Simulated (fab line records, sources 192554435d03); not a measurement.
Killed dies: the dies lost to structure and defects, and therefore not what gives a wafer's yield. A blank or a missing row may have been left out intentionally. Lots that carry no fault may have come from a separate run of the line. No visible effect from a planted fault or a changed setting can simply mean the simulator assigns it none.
A lot that was struck, set against a sound lot :: flow n5 finfet :: 16 out of 1938 route steps
Sound: these wafers, L590.1, L590.3, L590.5. Wafers struck: L603.1, L603.4, L603.6. The cause is named last.
For every step that has rows: the tool of each side, followed by ch and its chambers, followed by its first start. Under that, the readings that differ: sound wafers :: struck wafers :: difference of the means :: sigmas: that difference in standard deviations of wafers without a fault.
alike: same words and numbers on both sides, and readings whose means sit less than 2 such deviations apart. not compared: any withheld reading, any reading some wafer has no value for, any bound like >300 that may hide the same value, and any number with overlapping values for which the record gives no deviation.
The two part at a step that has a row with sigmas, a row that says differs or no value, or rows on one side only. Numbers that have no deviation but don't overlap get no sigmas and don't part them. A reading missing from all wafers of one side parts the sides only when that side holds two or more wafers.

first, 10 steps without rows for these wafers: N5_DUMMY_GATE_DESCUM_20 (chemistry O2, time 6.2 s); N5_DUMMY_GATE_ETCH_29 (etches underlayer in N2/H2, target depth 13 nm); N5_DUMMY_GATE_ETCH_36 (etches SiARC in CF4, target depth 13 nm); N5_DUMMY_GATE_ETCH_37 (etches SOC in N2/H2, target depth 60 nm, overetch 30 nm); N5_DUMMY_GATE_STRIP_38 (strips in N2/H2); N5_DUMMY_GATE_STRIP_39 (strips in N2/H2); N5_DUMMY_GATE_TRIM_49 (chemistry O2, time 29 s, target cd 14 nm); N5_DUMMY_GATE_STRIP_40 (strips in CF4); N5_DUMMY_GATE_ETCH_31 (etches SiO2 in C4F6/O2, target depth 82.5 nm, time 27.5 s); N5_DUMMY_GATE_STRIP_41 (strips in O2).
N5_DUMMY_GATE_HM_OPEN_21: chemistry CH3F/O2, target SiNx, target depth 120 nm, time 171.4 s.
  sound on rie diel-04 ch 0,2,3, day 3 18:59; struck on rie diel-02 ch 1,2, day 7 01:56
  no value came back on the struck wafers for any of 7 readings (CH3F_flow_sccm (sccm), O2_flow_sccm (sccm) and others); on the sound wafers CH3F_flow_sccm (sccm) reads 29.95 29.86 30.02
reading: model.SiO2_of_DUMMY_GATE_PECVD_30.thk nm (nm)
sound: 44.2 44.8 44.6
struck: 54.6 56.4 55.4
difference: +10.9
sigmas: 
  not compared: rf hours counter h
then, 2 steps without rows for these wafers: N5_DUMMY_GATE_ETCH_32 (etches SiO2 in CF4, target depth 3.5 nm, time 3.9 s); N5_DUMMY_GATE_ETCH_23 (etches poly-Si in HBr/Cl2/O2, target depth 41 nm, time 22.3 s).
N5_DUMMY_GATE_ETCH_44: etches poly-Si in HBr/O2, stops on SiO2, target depth 127.5 nm.
  sound on rie si-02 ch 1,3, day 3 19:14; struck on rie si-04 ch 1,2,3, day 7 02:11
reading: model.SiO2_of_DUMMY_GATE_PECVD_30.thk nm (nm)
sound: 37.4 38 37.8
struck: 48 49.2 48.6
difference: +11
sigmas: 
  alike: drypump motor current A, oes product au, throttle valve pct
  not compared: rf hours counter h
N5_BEOL_M4_RC_MEAS_101:
  the record has rows for the sound wafers here (prober-01 ch 0, day 8 12:38) and none for the struck ones
-- the record jumps here: 9 days lie between the struck wafers' starts before and after (it left off in module BEOL_M4 and takes up again in module PASSIVATION, whose first step shown is number 1936 of the route) --
N5_PASSIVATION_PROBE_49:
  rows exist in the record for the struck wafers here (prober-02, day 16 12:19), but not for the sound ones

## WHERE THEY PART
First at N5_DUMMY_GATE_HM_OPEN_21; last, within this record, at N5_PASSIVATION_PROBE_49.

WHY: what the simulator had put in
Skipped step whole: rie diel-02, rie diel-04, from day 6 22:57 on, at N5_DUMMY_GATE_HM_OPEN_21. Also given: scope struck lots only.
